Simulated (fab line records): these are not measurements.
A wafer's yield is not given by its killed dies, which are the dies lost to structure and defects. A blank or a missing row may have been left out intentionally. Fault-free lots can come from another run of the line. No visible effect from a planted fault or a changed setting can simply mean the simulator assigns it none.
Problem report, 8D (eight disciplines) form, completed by code	flow n5-finfet	the parts of the form that need people (team, actions taken, sign-off) are left out

== 1. PROBLEM STATEMENT ==
Wafers without a fault read 99.96 W, standard deviation 0.28; bias-w at N5_MIM_BOT_ETCH_ETCH_03 reads a mean of 89.77 W on 4 wafers belonging to 2 lots. That puts it -36 standard deviations away from the usual mean.
The step: etches the open film in Cl2/BCl3, target depth 12 nm.
The first sign was on wafer L858.4 at day 15 18:01, on rie-metal-03. At this step, 18 wafers from 6 lots have a number in the record. Rule for "out", or "out of limits": more than 4 standard deviations from the usual mean. All remaining wafers that have a number are taken as sound.

== 2. WHAT IT IS, AND WHAT IT ISN'T ==
question	is	is not
which readings at this step	bias-w	drypump-motor-current-A, oes-product-au, rf-fwd-power-W, throttle-valve-pct
which lots	L858, L861	L852, L863, L865, L869
which wafers of those lots	L858.4, L858.6, L861.2, L861.6	L858.5, L861.3
read on which tools	rie-metal-03	rie-metal-02
when	from day 15 18:01	up to then (4 sound wafers); but 10 sound wafers of L861, L863, L865, L869 came after

== 3. THE SUSPECTS, EACH WITH WHAT RULES IT OUT ==
Counting: a tool at a process step up to the reading stays a suspect if it ran every lot that is out. Sound lots after the first of them don't rule it out here, since some wafers of a struck lot are sound.
- rie-metal-03 at N5_MIM_BOT_ETCH_ETCH_03 (etches the open film in Cl2/BCl3, target depth 12 nm): kept. It ran every lot that is out, first L858 (day 15 18:01). Its own bias-w readings are out on those wafers.
- Within rie-metal-03 at N5_MIM_BOT_ETCH_ETCH_03, the wafers that are out were processed in chamber 1 and their sound lot-mates in chamber 0.
The count leaves rie-metal-03 at N5_MIM_BOT_ETCH_ETCH_03.

== 4. THE CAUSE (what the simulator had put in) ==
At N5_MIM_BOT_ETCH_ETCH_03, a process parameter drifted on rie-metal-03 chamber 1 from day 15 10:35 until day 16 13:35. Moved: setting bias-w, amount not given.
This tool alone remained once counting was done.

== 5. THE EFFECT CHAIN, in route order ==
One row per reading whose mean, taken over the struck wafers that have a number, lies over 3 standard deviations from the usual. Only readings whose record carries a usual standard deviation are examined. hours: median over the lots of the time between each lot's start at the first step of this table that gives one and its start at this step. sigmas: the change, counted in usual standard deviations.
hours	step	reading	usual	on struck wafers	change	sigmas
0	N5_MIM_BOT_ETCH_ETCH_03	bias-w	99.96 W	89.77	-10.19	-36
The process steps in it:
- N5_MIM_BOT_ETCH_ETCH_03: etches the open film in Cl2/BCl3, target depth 12 nm.

== 6. WHAT WOULD HAVE CAUGHT IT SOONER ==
First out-of-limits reading in this record: day 15 18:01, which is 7 hours after fault onset at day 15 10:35.
